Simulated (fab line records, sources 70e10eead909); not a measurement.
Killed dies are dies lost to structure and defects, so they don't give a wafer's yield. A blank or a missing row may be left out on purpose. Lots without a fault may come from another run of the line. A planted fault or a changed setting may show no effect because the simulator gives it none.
A struck lot beside a sound one | flow nand_harc | 14 steps out of a route of 1302
Sound: wafers L922.1, L922.2, L922.6. Struck: wafer L927.5. (L927.6 of the same lot was not struck and is left out.) The cause comes at the end.
At each step with rows: each side's tool, then ch and its chambers, then its first start. Under that, the readings that differ: sound wafers | struck wafers | difference of the means | sigmas: that difference in standard deviations of wafers without a fault.
alike: readings whose means differ by less than 2 such deviations, and words and numbers that are the same on both sides. not compared: withheld readings, readings that some wafer has no value for, bounds like >300 that may hide the same value, and numbers for which the record gives no deviation and whose values overlap.
The two part at a step that has a row with sigmas, a row that says differs or no value, or rows on one side only. Numbers that don't overlap but have no deviation are shown without sigmas and don't part them. A reading that every wafer of one side lacks parts them only if that side has two wafers or more.

first, 10 steps without rows for these wafers: NHARC_A_STAIRCASE_SRD_241; NHARC_A_STAIRCASE_DEHYDRATE_242 (time 120 s); NHARC_A_STAIRCASE_HMDS_243 (time 30 s); NHARC_A_STAIRCASE_COAT_244; NHARC_A_STAIRCASE_SOFTBAKE_245 (time 170 s); NHARC_A_STAIRCASE_EBR_246; NHARC_A_STAIRCASE_EXPOSE_247 (exposes mask SDS 1); NHARC_A_STAIRCASE_PEB_248 (peb time 130 s); NHARC_A_STAIRCASE_DEVELOP_249 (time 140 s); NHARC_A_STAIRCASE_HARDBAKE_251 (time 140 s).
NHARC_A_STAIRCASE_DESCUM_252: chemistry O2, time 3 s.
  sound on rie_diel-06 ch 0,1,3, day 19 13:14; struck on rie_diel-06 ch 2, day 21 02:34
  reading                         | sound          | struck | difference | sigmas
  showerhead_plenum_p_Torr (Torr) | 1.82 1.85 1.86 | 2.06   | +0.22      | +2
  alike: drypump_motor_current_A, o2_flow_sccm, oes_product_au, rf_vpp_V, throttle_valve_pct
  not compared: rf_hours_counter_h
NHARC_A_STAIRCASE_ETCH_253: etches the open film in C4F8/O2, target depth 50 nm, time 20.2 s.
  sound on rie_diel-06 ch 0,2,3, day 19 13:19; struck on rie_diel-06 ch 3, day 21 02:38
  reading               | sound             | struck | difference | sigmas
  oes_product_au (a.u.) | 0.949 0.979 0.955 | 0.753  | -0.208     | -11
  alike: rf_vpp_V
  not compared: rf_hours_counter_h
NHARC_A_STAIRCASE_STRIP_254: strips in O2.
  sound on plasma_asher-02 ch 0,1, day 19 13:24; struck on plasma_asher-02 ch 1, day 21 03:03
  alike: drypump_motor_current_A, heater_power_w
  not compared: rf_hours_counter_h
-- the record jumps here: 8 days lie between the struck wafers' starts before and after (it left off in module A_STAIRCASE and takes up again in module END, whose first step shown is number 1302 of the route) --
NHARC_END_SORT_01:
  sound on prober-02 ch 0, day 27 14:03; struck on prober-02 ch 0, day 29 14:28
  reading         | sound    | struck | difference | sigmas
  killed_at_array | 23 32 38 | 82     | +51        | +3
  killed_dies     | 28 36 42 | 87     | +52        | +3
  killed_short    | 2 1 4    | 9      | +7         | +4
  alike: killed_at_other, killed_at_periphery, killed_open

WHERE THEY PART
First at NHARC_A_STAIRCASE_DESCUM_252; last, within this record, at NHARC_END_SORT_01.

WHY: what the simulator had put in
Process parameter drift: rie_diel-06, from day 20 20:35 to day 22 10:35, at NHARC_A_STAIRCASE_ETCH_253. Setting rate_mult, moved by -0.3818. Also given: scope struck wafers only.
